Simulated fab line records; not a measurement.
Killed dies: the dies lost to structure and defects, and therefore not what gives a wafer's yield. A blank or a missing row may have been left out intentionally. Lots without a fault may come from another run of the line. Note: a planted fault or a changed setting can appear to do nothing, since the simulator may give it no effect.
Split-lot experiment + flow n5-finfet + on a route of 1938 steps: 7 lots, 21 wafers read

## THE SPLIT ITSELF
At N5_BEOL_M10_COAT_22 (resist thk 90 nm), the setting spin-rpm was moved away from the recipe's 1500 rpm on 6 of the 21 wafers read, by -11.0% to +9.1%. All remaining wafers had this setting at the recipe value.

The reading is taken at the split's own step.

## THE READING
CAR-ArF_of_BEOL_M10_COAT_22.thk-nm (the simulator's own value, which no gauge read), in nm, at N5_BEOL_M10_COAT_22 (resist thk 90 nm). The file gives no usual value for it. Average 89.9 nm, standard deviation 0.23 nm, over the 15 wafers here run with the recipe.

| wafer  | tool, chamber at the split | spin-rpm as run, rpm | against the recipe | CAR-ArF_of_BEOL_M10_COAT_22.thk-nm, nm | against lot-mates on the recipe |
|--------|----------------------------|----------------------|--------------------|----------------------------------------|---------------------------------|
| L084.3 | litho-track-02, 0          | 1412                 | -5.9%              | 92.6                                   | +3.0                            |
| L084.4 | litho-track-02, 0          | 1500                 | recipe             | 89.6                                   | -                               |
| L084.5 | litho-track-02, 0          | 1412                 | -5.9%              | 92.8                                   | +3.2                            |
| L086.3 | litho-track-04, 0          | 1364                 | -9.1%              | 94                                     | +4.0                            |
| L086.5 | litho-track-04, 0          | 1500                 | recipe             | 89.8                                   | -                               |
| L086.6 | litho-track-04, 0          | 1500                 | recipe             | 90.2                                   | -                               |
| L090.3 | litho-track-02, 0          | 1500                 | recipe             | 89.6                                   | -                               |
| L090.4 | litho-track-02, 0          | 1500                 | recipe             | 89.6                                   | -                               |
| L090.6 | litho-track-02, 0          | 1500                 | recipe             | 89.8                                   | -                               |
| L089.1 | litho-track-04, 0          | 1500                 | recipe             | 90.4                                   | -                               |
| L089.2 | litho-track-04, 0          | 1335                 | -11.0%             | 95.8                                   | +5.6                            |
| L089.6 | litho-track-04, 0          | 1500                 | recipe             | 90                                     | -                               |
| L091.3 | litho-track-03, 0          | 1576                 | +5.1%              | 87.8                                   | -2.1                            |
| L091.4 | litho-track-03, 0          | 1500                 | recipe             | 90                                     | -                               |
| L091.6 | litho-track-03, 0          | 1500                 | recipe             | 89.8                                   | -                               |
| L094.1 | litho-track-04, 0          | 1500                 | recipe             | 90                                     | -                               |
| L094.2 | litho-track-04, 0          | 1500                 | recipe             | 90                                     | -                               |
| L094.5 | litho-track-04, 0          | 1500                 | recipe             | 89.8                                   | -                               |
| L097.1 | litho-track-03, 0          | 1500                 | recipe             | 90.2                                   | -                               |
| L097.2 | litho-track-03, 0          | 1636                 | +9.1%              | 86.4                                   | -3.7                            |
| L097.6 | litho-track-03, 0          | 1500                 | recipe             | 90                                     | -                               |

FIT RESULTS
A straight line over all 21 wafers: CAR-ArF_of_BEOL_M10_COAT_22.thk-nm changes by -0.462 nm for each +1% of spin-rpm; r = -0.99; the points scatter about the line by 0.31 nm.
The same after taking each lot's own level away (the mean of its wafers on the recipe; 21 wafers): -0.466 nm for each +1%; r = -0.99; scatter 0.23 nm.
The reading moves by 5.1 nm for the largest change in spin-rpm, on that fit.
Measured against the standard deviation above, the lots' own levels, which go from 89.60 to 90.20 nm, span 2.6 times it.
The two slopes are in agreement: the lot-to-lot level therefore moves the slope only a little.
Check: for one of the wafers moved furthest among these (-11.0%), held out of the fit, the line's prediction against its lot-mates is +5.01 nm. Against them it came out at +5.6 nm.

## THE OTHER SPLITS THESE WAFERS WENT THROUGH
These wafers also went through other splits before the reading. Each is held against what the fit with the lots' levels taken away leaves over:
| other split on the same wafers    | wafers away from the commonest value | r with CAR-ArF_of_BEOL_M10_COAT_22.thk-nm (lot level and that fit taken away) |
|-----------------------------------|--------------------------------------|-------------------------------------------------------------------------------|
| N5_BEOL_M6_COAT_22 spin-rpm       | 7                                    | +0.04                                                                         |
| N5_BEOL_M8_COAT_22 spin-rpm       | 7                                    | +0.09                                                                         |
| N5_BEOL_M8_EXPOSE_25 dose-mj      | 9                                    | +0.33                                                                         |
| N5_BEOL_M9_HM_DEP_02 target-thk-a | 8                                    | -0.14                                                                         |
| N5_BEOL_M9_COAT_59 temp-c         | 9                                    | -0.08                                                                         |
| N5_BEOL_M10_ILD_DEP_00 time-s     | 7                                    | +0.23                                                                         |
| N5_BEOL_M10_COAT_60 spin-rpm      | 8                                    | +0.05                                                                         |

## FILE'S OWN FIT
CAR-ArF_of_BEOL_M10_COAT_22.thk-nm changes by -0.464 nm for each +1% of spin-rpm, r = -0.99.
